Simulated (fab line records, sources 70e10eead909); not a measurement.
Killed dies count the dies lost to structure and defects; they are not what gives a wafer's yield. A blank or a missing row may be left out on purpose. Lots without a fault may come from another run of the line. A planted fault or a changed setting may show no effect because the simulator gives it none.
Matching of chambers	flow nandHarc	NHARC_A_STAIRCASE_ETCH_313 on rieDiel-01 has 4 sister chambers
The step etches the open film in CF4/CHF3. 4 wafers are shown with their chamber, then 9 later ones without.

== WAFERS PAIRED WITH THEIR CHAMBERS ==
wafer	chamber	showerheadPlenumPTorr (Torr)
L085.5	0	1.46
L085.6	1	1.59
L089.2	3	1.64
L089.5	2	1.57

== WAFERS MISSING THEIR CHAMBER ==
wafer	showerheadPlenumPTorr (Torr)
L091.1	1.59
L091.5	1.59
L091.6	1.57
L093.2	1.59
L093.3	1.56
L093.6	1.64
L096.1	1.64
L096.2	1.56
L096.3	1.46

== CHAMBER TAKEN BY EACH ==
wafer	from the rows above	in truth
L091.1	1	1
L091.5	1	1
L091.6	2	2
L093.2	1	1
L093.3	2	2
L093.6	3	3
L096.1	3	3
L096.2	2	2
L096.3	0	0
Correct placement for 9 of the 9. Can't be placed from these rows: 0. Wrongly placed: 0.
How it was worked out, from the rows above alone: a wafer's distance from a chamber is the root of the sum, over the readings, of the square of ((its reading less the chamber's mean) divided by the reading's scatter). The wafer belongs to the nearest chamber; if the next one is less than 2 further off, it can't be placed. For every chamber, the mean is computed from those of its wafers that are shown. The scatter: with one shown wafer a chamber, the root of the mean of the squares of how far each hidden wafer lies from its nearest shown one.
